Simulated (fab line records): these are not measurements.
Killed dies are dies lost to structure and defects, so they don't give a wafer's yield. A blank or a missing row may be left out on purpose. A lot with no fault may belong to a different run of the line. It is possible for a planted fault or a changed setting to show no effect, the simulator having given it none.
Which tool did it? ; flow nand-harc ; 12 lots, 36 wafers sampled, at 1 step of a route of 1302

## WHAT EACH GAUGE READ, for each wafer
NHARC_P_STI_CD_MEAS_16.
lot;measured;on;cd-nm (nm)
L075;day 3 06:05;cd-sem-01;201.2 200.5 200.3
L077;day 4 02:22;cd-sem-01;203.9 200.4 198.5
L079;day 4 22:13;cd-sem-02;198.5 201.3 202.0
L081;day 5 17:01;cd-sem-03;196.8 197.1 197.0
L083;day 6 14:22;cd-sem-01;197.2 198.7 197.6
L085;day 7 13:30;cd-sem-03;200.1 200.9 201.9
L087;day 8 05:15;cd-sem-02;200.1 200.8 199.4
L089;day 9 01:13;cd-sem-02;198.2 199.7 197.6
L091;day 9 21:39;cd-sem-03;198.0 199.3 196.6
L093;day 10 22:19;cd-sem-01;202.6 204.8 204.3
L095;day 11 12:52;cd-sem-01;201.5 201.1 196.8
L097;day 12 09:55;cd-sem-01;203.5 200.7 203.0

## EACH LOT AND THE TOOL THAT RAN IT (in order: tool; ch and the chambers of the sampled wafers; start)
Before these readings, the record contains no process step.

## THE ANSWER, worked out from the rows above alone
Rule: the usual values come from the lots themselves. Put in order of their means at a reading, lots are off if they are a third of the lots or fewer, leave a main group of 4 or more, and stand apart from it by a gap of 3 or more times the standard deviation of the main group's means; of several such gaps the widest counts. A main group whose means are all the same, to the digits that the tables above print for the reading, isn't used. Also off: a lot with no number at a reading for which 4 or more lots have one. Where the step has rows for the other lots, those lots are counted as sound.
No lot is off at any reading shown: from this, nothing can be told.

## WHAT THE SIMULATOR HAD INSERTED
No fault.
